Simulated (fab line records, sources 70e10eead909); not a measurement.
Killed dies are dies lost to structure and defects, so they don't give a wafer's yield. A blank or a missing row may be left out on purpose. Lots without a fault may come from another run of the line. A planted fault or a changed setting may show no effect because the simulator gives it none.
Problem report in the 8D (eight disciplines) form, filled by code | flow nand_harc | the parts of the form that need people (team, actions taken, sign-off) are left out

1. THE PROBLEM
killed_at_array at NHARC_END_SORT_01 reads a mean of 673 on 2 wafers of 2 lots; wafers without a fault read 63 with a standard deviation of 27. That is +23 standard deviations from the usual mean.
First seen on wafer L835.2, day 28 11:41, on prober-02. The record holds 6 wafers of 2 lots with a number at this step. Rule for "out", or "out of limits": more than 4 standard deviations from the usual mean. The other wafers with a number count as sound.

2. WHAT IT IS AND WHAT IT IS NOT
question                    | is                           | is not
which readings at this step | killed_at_array, killed_dies | killed_at_other, killed_at_periphery, killed_open, killed_short
which lots                  | L835, L837                   | -
which wafers of those lots  | L835.2, L837.2               | L835.5, L835.6, L837.4, L837.5
read on which gauges        | prober-02                    | -
when                        | from day 28 11:41            | up to then (0 sound wafers); but 4 sound wafers of L835, L837 came after

3. SUSPECTS, AND WHAT RULES EACH OUT
Counting: a tool at a process step up to the reading stays a suspect if it ran every lot that is out. Sound lots after the first of them don't rule it out here, since some wafers of a struck lot are sound.
- the gauge at NHARC_END_SORT_01: kept. All the wafers that are out were read on prober-02, and no step on other tools shows them out.
- rie_si-02 at NHARC_A_CHANNEL_FILL_D2_ETCHBACK_19 (etches the open film in HBr/Cl2, target depth 5 nm, time 1.7 s): kept. It ran every lot that is out, first L835 (day 18 22:06).
Left after counting: rie_si-02 at NHARC_A_CHANNEL_FILL_D2_ETCHBACK_19, prober-02 at NHARC_END_SORT_01.

4. THE CAUSE (what the simulator had put in)
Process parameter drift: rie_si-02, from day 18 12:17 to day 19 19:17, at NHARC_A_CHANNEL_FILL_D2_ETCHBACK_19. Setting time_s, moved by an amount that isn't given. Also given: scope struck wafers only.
Counting left 2 suspects, and this tool is among them.

5. THE CHAIN OF EFFECTS, in route order
Each row: a reading whose mean over the struck wafers that have a number lies more than 3 standard deviations from the usual. Only readings for which the record gives a usual standard deviation are gone through. hours: the time from each lot's start at the first step in this table that gives one to its start at this step, as a median over the lots. sigmas: the change in usual standard deviations.
hours | step              | reading         | usual | on struck wafers | change | sigmas
0     | NHARC_END_SORT_01 | killed_at_array | 63    | 673              | +610   | +23
0     | NHARC_END_SORT_01 | killed_dies     | 67    | 677              | +610   | +22

6. WHAT WOULD HAVE CAUGHT IT SOONER
In this record the first reading out of limits at a measuring or inspecting step was taken at day 28 11:41, 239 hours after the fault began at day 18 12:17.
Of the tool readings at NHARC_A_CHANNEL_FILL_D2_ETCHBACK_19 for which the record gives a usual standard deviation, none was out on any struck wafer, so an alarm limit of 4 standard deviations on them would not have fired.
All the lots that are out (2) had begun NHARC_A_CHANNEL_FILL_D2_ETCHBACK_19 on rie_si-02 by day 28 11:41. A hold on the tool at that time would have spared none of them.
